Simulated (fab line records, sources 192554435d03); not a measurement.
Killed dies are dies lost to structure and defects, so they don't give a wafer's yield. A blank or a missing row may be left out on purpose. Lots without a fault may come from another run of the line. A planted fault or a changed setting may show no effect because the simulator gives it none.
fab line records | flow n5_finfet
record lots=5 wafers=15 last_day=16
route steps=1938 shown BEOL_M13@1696 BEOL_M14@1716 PASSIVATION@1936
lots that met no fault: from a run of the same line without faults
start_h: hours from the record's first day to the start of the lot's first wafer shown | wait_h: hours since the lot's step before | " the same as in the row above | L1.1+2: a row that stands for several wafers | - no value, or no start given | * or withheld: withheld | < > ~ a bound
route shown NAME@n: a module of which the file shows steps, and the number in the route of the first | usual: mean/standard deviation of fault-free wafers | same: alike in all rows | chamber/n: place in a boat | sites: the reading at each site | _std_site: their standard deviation | _edge_site: outer sites' mean less inner sites' | radius_mm: how far each site lies from the wafer's centre | mask NAME#n: copy n | behind: the tool/chamber that last shaped the wafer | hold: why the lot was held/for how many hours/how that ended | device: the transistor (n, p or np) that didn't switch | end of line: the same wafers' tests at the end of the route | a step without rows: its recipe alone | killed: dies lost to structure and defects at the first sort, not the wafer's yield | map: a wafer's dies, x killed, . not, _ none there
set.NAME: the setting as run; set.NAME@STEP: as run at that earlier step | model.NAME: the simulator's own value behind a step, which no gauge read
lots at some steps of the route; a table a step, a row a wafer
services: from which hour (start_h, from the record's first day; less than 0 if before it) a tool's chamber was out of use, for how many hours, and why
## steps
# step N5_BEOL_M13_TRENCH_ETCH_34
# recipe chemistry=C4F8/O2/Ar target=SiOC target_depth_a=4134.7 mask_material=SOC pressure_mtorr=30 source_w=3000 bias_w=700 Ar_flow_sccm=400 C4F8_flow_sccm=15 O2_flow_sccm=8 he_inner_torr=15 he_outer_torr=30 time_s=162.6 ion_energy_ev=250
# step N5_BEOL_M13_STRIP_70
# recipe chemistry=C4F8/O2/Ar resist=SiARC rf_frequency_hz=6e+07
# step N5_BEOL_M13_STRIP_37
# recipe chemistry=N2/H2 power_w=1000 temp_c=250 h2_frac=0.65 overash_fraction=0.3 pressure_mtorr=withheld n2_flow_sccm=1750 h2_flow_sccm=3250
# step N5_BEOL_M13_ETCH_38
# recipe chemistry=CF4/N2 target=SiCN target_depth_a=675 taper_deg=2 time_s=71.9 ion_energy_ev=150 mask_material=SiO2 pressure_mtorr=40 source_w=430 bias_w=70 Ar_flow_sccm=100 cf4_flow_sccm=60 n2_flow_sccm=60
# step N5_BEOL_M13_PRECLEAN_39
# recipe chemistry=residue_remover time_s=60 temp_c=40
# step N5_BEOL_M13_SRD_40
# recipe time_s=30 temp_c=23 rinse_liquid=diw dry=n2_spin spin_rpm=1500 dry_time_s=30
# step N5_BEOL_M13_DEGAS_41
# recipe ambient=vacuum temp_c=250 time_s=60
# step N5_BEOL_M13_PRE_CLEAN_42
# recipe gas=H2/He time_s=30 temp_c=250
# step N5_BEOL_M13_SPUTTER_43
# recipe material=TaN target_thk_a=150 temp_c=50 bias_v=168.6 power_w=15000 chamber_pressure_pa=0.12 time_s=24.19
# step N5_BEOL_M13_SPUTTER_44
# recipe material=Ta target_thk_a=100 temp_c=50 bias_v=80 power_w=15000 chamber_pressure_pa=0.07 time_s=16.13
# step N5_BEOL_M13_SPUTTER_45
# recipe material=Cu target_thk_a=800 temp_c=-20 bias_v=60 power_w=26000 chamber_pressure_pa=0.13 time_s=13.33
# step N5_BEOL_M13_ECD_47
# recipe material=Cu target_thk_a=9360
# columns lot.wafer tool chamber start_h wait_h
L502.2+4+6 ecd_cu-02 0,1,1 315.50 0.1
L504.1+3+4 ecd_cu-02 0,0,1 321.76 0.1
L505.2+3+6 ecd_cu-02 1,0,1 344.76 0.1
L506.2+3+5 ecd_cu-02 1,0,0 348.38 0.1
L508.1+4+6 ecd_cu-02 0 351.84 0.1
# step N5_BEOL_M13_ANNEAL_48
# recipe temp_c=225 time_s=90 ambient=N2
# step N5_BEOL_M13_CMP_49
# recipe stop_on=SiOC t_overpolish_s=17.1 down_force_psi=1 platen_rpm=50 clearing_platen_down_force_psi=1.5 clearing_platen_rpm=50 post_cmp_clean=cu_alkaline target_thk_nm=420 clearing_platen_pad_velocity_m_s=0.99484 pad_velocity_m_s=0.99484
# step N5_BEOL_M13_PRE_CLEAN_52
# recipe gas=NH3 time_s=15 temp_c=withheld rf_power_w=300
# step N5_BEOL_M13_DEP_53
# recipe material=SiCN target_thk_a=500 temp_c=withheld precursor=3MS/NH3 pressure_torr=3 rf_w=675 time_s=17.8
# step N5_BEOL_M14_ILD_DEP_00
# recipe material=SiO2 target_thk_a=11193 temp_c=400 precursor=TEOS/O2 pressure_torr=6.5 rf_w=900 teos_flow_sccm=161.4 gas=O2 flow_sccm=2650 time_s=237.4
# step N5_BEOL_M14_COAT_58
# recipe resist=BARC temp_c=205 time_s=60 spin_rpm=1500 resist_thk_nm=89
# step N5_BEOL_M14_COAT_04
# recipe spin_rpm=1704 resist_thk_nm=800
# step N5_BEOL_M14_EBR_06
# recipe solvent=PGMEA ebr_width_mm=1.5
# step N5_BEOL_M14_SOFTBAKE_05
# recipe temp_c=130 time_s=60
# step N5_BEOL_M14_EXPOSE_07
# recipe mask_id=V13 na=0.8 source_shape=annular sigma_inner=0.5 sigma_outer=0.8 polarization=unpolarized attpsm_phase_deg=180 dose_mj=57
# step N5_BEOL_M14_PEB_08
# recipe peb_temp_c=130 peb_time_s=90
# step N5_BEOL_M14_DEVELOP_09
# recipe develop_time_s=45 rinse_liquid=diw dry=air_spin dev_temp_c=21
# step N5_BEOL_M14_HARDBAKE_14
# recipe temp_c=130 time_s=120
# step N5_BEOL_M14_DESCUM_15
# recipe chemistry=O2 time_s=7.9 source_power_w=50 bias_power_w=20 pressure_mtorr=20 rf_frequency_hz=2.712e+07 temp_c=40 o2_flow_sccm=225
# step N5_BEOL_M14_ETCH_59
# recipe chemistry=N2/H2 target=BARC target_depth_a=890 overetch_a=267 time_s=67.9 ion_energy_ev=200 pressure_mtorr=30 source_w=840 bias_w=150 n2_flow_sccm=200 h2_flow_sccm=200
# step N5_BEOL_M14_VIA_ETCH_16
# recipe chemistry=C4F8/O2/Ar target=SiO2 he_inner_torr=15 he_outer_torr=30 target_depth_a=12313 time_s=withheld ion_energy_ev=800 pressure_mtorr=20 source_w=1905 bias_w=2040 Ar_flow_sccm=400 C4F8_flow_sccm=16 O2_flow_sccm=12 ends=cleared
# step N5_BEOL_M14_STRIP_63
# recipe chemistry=O2 power_w=600 temp_c=60 pressure_mtorr=30 rf_frequency_hz=6e+07 bias_power_w=0 overash_fraction=0.3 o2_flow_sccm=225
# step N5_BEOL_M14_STRIP_64
# recipe chemistry=O2 power_w=600 temp_c=60 pressure_mtorr=30 rf_frequency_hz=6e+07 bias_power_w=0 overash_fraction=0.3 o2_flow_sccm=225
# step N5_BEOL_M14_STRIP_71
# recipe chemistry=post_etch_residue_remover time_s=60 temp_c=25 remover_ph=withheld remover_water_wt_pct=withheld remover_fluoride_wt_pct=withheld
# step N5_BEOL_M14_SRD_72
# recipe time_s=30 temp_c=23 rinse_liquid=diw dry=n2_spin spin_rpm=1500 dry_time_s=30
# step N5_BEOL_M14_COAT_65
# recipe resist=SOC temp_c=250 time_s=60 spin_rpm=1500 resist_thk_nm=450
# step N5_PASSIVATION_PROBE_49
# usual defect_limited_yield=91.5/1.4 killed_at_M0_to_M3=32/11 killed_at_M4_up=12/4.4 killed_at_contacts=13/6.1 killed_at_front_end=39/12 killed_at_other=3.9/3 killed_dies=100/17 killed_on_rim=13/3.9 killed_open=66/12 killed_short=33/7.4 sort_bin_4_leakage=0.03/0.14 sort_bin_5_function=5.0/0.95 sort_bin_6_memory=3.2/0.66 sort_bin_8_speed=0.0/0.33 sort_n_pass=1079/17 sort_yield_pct=91.4/1.5
# same gross_dies=1180 killed_at_back_side=0
# columns lot.wafer tool chamber start_h wait_h defect_limited_yield[%] killed_at_M0_to_M3 killed_at_M4_up killed_at_contacts killed_at_front_end killed_at_other killed_dies killed_on_rim killed_open killed_short sort_bin_4_leakage[%] sort_bin_5_function[%] sort_bin_6_memory[%] sort_bin_8_speed[%] sort_n_pass sort_yield_pct[%]
L502.6 prober-01 - 348.17 0.3 88.9 52 23 18 35 3 131 19 80 43 0 6.9 3.6 0 1049 88.9
L504.1 prober-02 - 349.25 0.0 95.2 13 17 4 23 0 57 5 34 19 0 3.0 1.8 0 1123 95.2
L504.3 prober-02 - 349.35 0.1 92.3 37 15 16 22 1 91 13 61 28 0 4.7 3.1 0 1089 92.3
L504.4 prober-02 - 349.40 0.2 92.2 39 14 9 25 5 92 11 61 30 0 4.2 3.3 0 1088 92.2
L505.2 prober-02 - 369.80 0.1 65.1 22 347 21 21 1 412 62 49 25 1.10 21.4 11.2 0 755 64.0
L505.3 prober-02 - 369.85 0.1 62.7 20 373 12 35 0 440 47 50 26 0 22.7 12.5 0 740 62.7
L505.6 prober-02 - 370.00 0.3 63.5 16 371 8 34 2 431 58 45 28 0 23.4 10.4 0 749 63.5
L506.2 prober-01 - 374.32 0.1 61.4 32 355 18 47 3 455 56 80 31 0 21.6 14.3 0 725 61.4
L506.3 prober-01 - 374.37 0.1 62.6 32 360 9 39 1 441 46 66 27 0 23.1 12.0 0 739 62.6
L506.5 prober-01 - 374.47 0.2 60.7 35 378 7 41 3 464 72 67 29 0 24.2 12.5 0 716 60.7
L508.1 prober-02 - 378.23 0.0 60.7 30 388 7 36 3 464 59 50 38 0 23.5 13.3 0 716 60.7
L508.4 prober-02 - 378.38 0.2 59.6 29 401 8 38 1 477 61 53 33 0 24.3 13.2 0 703 59.6
L508.6 prober-02 - 378.48 0.3 63.1 39 343 4 46 3 435 61 60 40 0 24.2 10.9 0 745 63.1
# killed by level:class
L502.6 BEOL_M0_SAQP:geometric_particle:short=18 MOL_CONTACT_COAG:geometric_particle:open=15 BEOL_M4:geometric_particle:open=13 STI_FIN_REVEAL:geometric_particle:open=9 BEOL_M0_SAQP:geometric_particle:open=9 BEOL_M1:geometric_particle:open=8 BEOL_M2:geometric_particle:short=5 FIN_SAQP:geometric_particle:open=4
L504.1 BEOL_M4:geometric_particle:open=7 STI_FIN_REVEAL:geometric_particle:open=5 STARTING-WAFER:geometric_particle:open=5 BEOL_M1:geometric_particle:open=4 BEOL_M0_SAQP:geometric_particle:short=4 MOL_CONTACT_COAG:geometric_particle:open=3 BEOL_M4:geometric_particle:short=3 BEOL_M7:geometric_particle:open=3
L504.3 MOL_CONTACT_COAG:geometric_particle:open=14 BEOL_M0_SAQP:geometric_particle:open=10 BEOL_M0_SAQP:geometric_particle:short=9 BEOL_M1:geometric_particle:open=7 BEOL_M4:geometric_particle:open=6 BEOL_M2:geometric_particle:open=5 DUMMY_GATE:geometric_particle:open=4 BEOL_M4:geometric_particle:short=4
L504.4 MOL_CONTACT_COAG:geometric_particle:open=8 BEOL_M0_SAQP:geometric_particle:short=8 BEOL_M0_SAQP:geometric_particle:open=7 BEOL_M4:geometric_particle:open=7 BEOL_M1:geometric_particle:open=6 BEOL_M2:geometric_particle:open=6 DUMMY_GATE:geometric_particle:open=5 FIN_SAQP:geometric_particle:short=4
L505.2 BEOL_M13:unspecified=338 MOL_CONTACT_COAG:geometric_particle:open=19 BEOL_M3:geometric_particle:open=7 FIN_SAQP:geometric_particle:short=5 BEOL_M0:geometric_particle:open=5 BEOL_M3:geometric_particle:short=4 FIN_CUT:geometric_particle:short=3 DUMMY_GATE:geometric_particle:open=3
L505.3 BEOL_M13:unspecified=363 MOL_CONTACT_COAG:geometric_particle:open=9 STI_FIN_REVEAL:geometric_particle:open=8 FIN_SAQP:geometric_particle:short=6 BEOL_M0_SAQP:geometric_particle:open=5 BEOL_M2:geometric_particle:open=5 BEOL_M4:geometric_particle:open=5 BEOL_M0:geometric_particle:open=4
L505.6 BEOL_M13:unspecified=356 MOL_CONTACT_COAG:geometric_particle:open=7 FIN_SAQP:geometric_particle:open=6 STI_FIN_REVEAL:geometric_particle:open=6 STI_FIN_REVEAL:geometric_particle:short=5 BEOL_M4:geometric_particle:open=5 BEOL_M1:geometric_particle:open=4 FIN_SAQP:geometric_particle:short=3
L506.2 BEOL_M13:unspecified=343 MOL_CONTACT_COAG:geometric_particle:open=14 FIN_SAQP:geometric_particle:short=12 STI_FIN_REVEAL:geometric_particle:open=11 BEOL_M0_SAQP:geometric_particle:open=8 BEOL_M2:geometric_particle:open=7 FIN_SAQP:geometric_particle:open=6 BEOL_M4:geometric_particle:open=5
L506.3 BEOL_M13:unspecified=346 STI_FIN_REVEAL:geometric_particle:open=10 MOL_CONTACT_COAG:geometric_particle:open=7 BEOL_M1:geometric_particle:open=7 FIN_SAQP:geometric_particle:open=6 BEOL_M0:geometric_particle:open=6 FIN_SAQP:geometric_particle:short=5 BEOL_M0_SAQP:geometric_particle:open=5
L506.5 BEOL_M13:unspecified=367 STI_FIN_REVEAL:geometric_particle:open=22 BEOL_M1:geometric_particle:open=11 DUMMY_GATE:geometric_particle:open=5 BEOL_M0:geometric_particle:short=5 BEOL_M0_SAQP:geometric_particle:short=4 GATE_CUT:geometric_particle:short=4 MOL_CONTACT_COAG:geometric_particle:open=4
L508.1 BEOL_M13:unspecified=374 FIN_SAQP:geometric_particle:short=10 FIN_SAQP:geometric_particle:open=8 MOL_CONTACT_COAG:geometric_particle:open=7 STI_FIN_REVEAL:geometric_particle:open=6 BEOL_M0_SAQP:geometric_particle:open=6 BEOL_M0_SAQP:geometric_particle:short=6 BEOL_M3:geometric_particle:short=4
L508.4 BEOL_M13:unspecified=391 FIN_SAQP:geometric_particle:short=11 STI_FIN_REVEAL:geometric_particle:open=10 MOL_CONTACT_COAG:geometric_particle:open=6 FIN_SAQP:geometric_particle:open=5 BEOL_M0_SAQP:geometric_particle:open=5 DUMMY_GATE:geometric_particle:open=4 BEOL_M1:geometric_particle:short=4
L508.6 BEOL_M13:unspecified=334 FIN_SAQP:geometric_particle:open=10 FIN_SAQP:geometric_particle:short=10 BEOL_M0_SAQP:geometric_particle:short=9 BEOL_M0_SAQP:geometric_particle:open=7 BEOL_M1:geometric_particle:open=6 GATE_CUT:geometric_particle:open=5 BEOL_M3:geometric_particle:open=5
# map L505.3 (x killed, . not)
_________________xx.........x________________
______________....x.x..x.......x_____________
___________....xxx....x.x......x.x.__________
__________x...x.x.x.x....xxx.x.xxx.._________
________..x.xx.....xxx....x..x....xxx._______
_______x..x.xx...x..xxxx.x.........x.x.______
______..xx....xx..x....x.xx...xx..xx..xx_____
_____x....x....xx..x...x.x.....x.x..xx...____
____.xxxx.......x.xx....xx...xx........x.x___
___x.xxx....x....x.x.x..xxxxx....x..xx...x.__
___...x.x...xx.................xxxx..x....x__
__x...x..x.....xxxxxxx..xx.xxxxxx....x.x.xx._
__......x.xx....xx..xx.....xx.x..x.x..x..x.._
_...x.x.x.xx...x.x....x..x.....xx.xx.....xx..
_..x......x.xx..x.xxx..xxx.xxxxx...x.x.x.x..x
_.x.....x..x..xxx...xxxx..xxxxx...x..x.....x.
_x..x.xx.xx.x.....x.x.xx.....x...x.x..xxxxxx.
_xxxx...x.xx...xx.xxx.x..x.x.x.....x.........
_.x....x...xxx..xx.xxx..x................x..x
_xxx..x...x.....xx...x..xx.xxxx.xxxx...x..x.x
_...x..x....x....x.x.....xx.x.x.xxx......x...
__....xxx......x.....x.xx............xx.xxx._
__xx..x......x.x.x..x..x..x.xx....xxxx.xx..._
___...x...xxx.x...x..x......xx.....x.....x.__
___..xx.x.x..x..x..x...xx.xx....xx....xxx.x__
____......x.x...xx.xx..x.....x.xx....x.x..___
_____x...xxxx..x..x........x....xx..x....____
______...x..xx..x..xxxxx....xx.....xxx.._____
_______.....xxxx....x..x..x.x.x..xxxxx.______
________........x.xx.xxx.xxx..xxx.xx.._______
__________.x...x..x.x.x.xx.x........_________
___________xx..xxx.x..x...x...x.xxx__________
______________.x.x....x.x..xx..._____________
_________________xxx.......x.________________
# map L506.5 (x killed, . not)
_________________x.x.xx....x.________________
______________x.x..x.x..xxx.xx.x_____________
___________.xx.x.....x......x.x.xxx__________
__________.x...xx..x.......x.xxxx..x_________
________..x..x......x...xxx..x.xxx.xx._______
_______..xx.......x.xxx......xx.....x..______
______....x..x..xx.x........x...x.x..xx._____
_____xx.x.x.x....x..xx...x.xxxx...x...x..____
____..xx....x.......x..........x.x..xx.x..___
___..x..x.x..x...x...........x.xx....x.xx..__
___x.xx..xx..x..xx.......x..x.xxx...x...x..__
__xx...x....x..x.xx.x..xxxxx..xx..x....x..x._
__x....xx.xx..x..x.xx..x.x....x..xx.x...x..x_
_xx..x.x.....x...x..x..x.x...x.xxx..x.x..x...
_xx........x...xxxxxx....xx..x...x...xxxx..x.
_x.....x.xxx...x.x.x....x...xx..xx.......x.x.
_..x......xx.x...xx.......x.x.x..x.xx..xx....
_x....xxx.x.xxxxxxx..xxx.x.x.xx.x.....xxx...x
_.x...x.x....xxx.x....xx.x...x......x.....x.x
_.x.x.xx..x.x.x..xxx.x..xxx.....x.x.....xx..x
_x.x...x...xx.x..x......x....x..x..x.xxx..xx.
__.......x....x..x...x..xx..xx.x..x.x......._
__xxxx..x.x.xx....xxx.x.xx..x.xx..x..x.x.xxx_
___xxx.....x.x..xxx..x.x....x.x....x.x..x..__
___...x.x.....xxx..xxxxx..x..x....x.xx.x.xx__
____x.x..x...xx...x..x.x.x....xxx....xx..x___
_____.xxx...xx..xx.xxxxxx.x....x..xxx....____
______x.x.x.....x.xxx..x..x..xx.x......x_____
_______x.x.xxx...x........x.....xx.x..x______
________xxxx.....xxxx..x.xx.xx....xxxx_______
__________.x..x.xx.x..xxx..x..xxx..._________
___________x...x..xxxxx....x...xx..__________
______________...xx.xx.x.xx.x.xx_____________
_________________..xx.xx....x________________
## services
# columns tool chamber start_h hours kind
ecd_cu-02 - 322.17 4.7 pm
## key
first_sign step=N5_PASSIVATION_PROBE_49 reading=killed_at_M4_up direction=up sigmas=80 usual=12 struck=368
effect step=N5_PASSIVATION_PROBE_49 reading=defect_limited_yield direction=down sigmas=21 usual=91.5 struck=62.2
more_kills_born_at N5_BEOL_M13_ECD_47@ecd_cu-02=3212
met_at N5_BEOL_M13_ECD_47
struck_wafers L505.2,L505.3,L505.6,L506.2,L506.3,L506.5,L508.1,L508.4,L508.6
onset_between 321.76 344.76
also_fits time
fault kind=chamber_particle_source tool=ecd_cu-02 chamber=- onset_h=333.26 steps=N5_BEOL_M13_ECD_47 rate_per_visit_cm2=0.70153 end_h=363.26
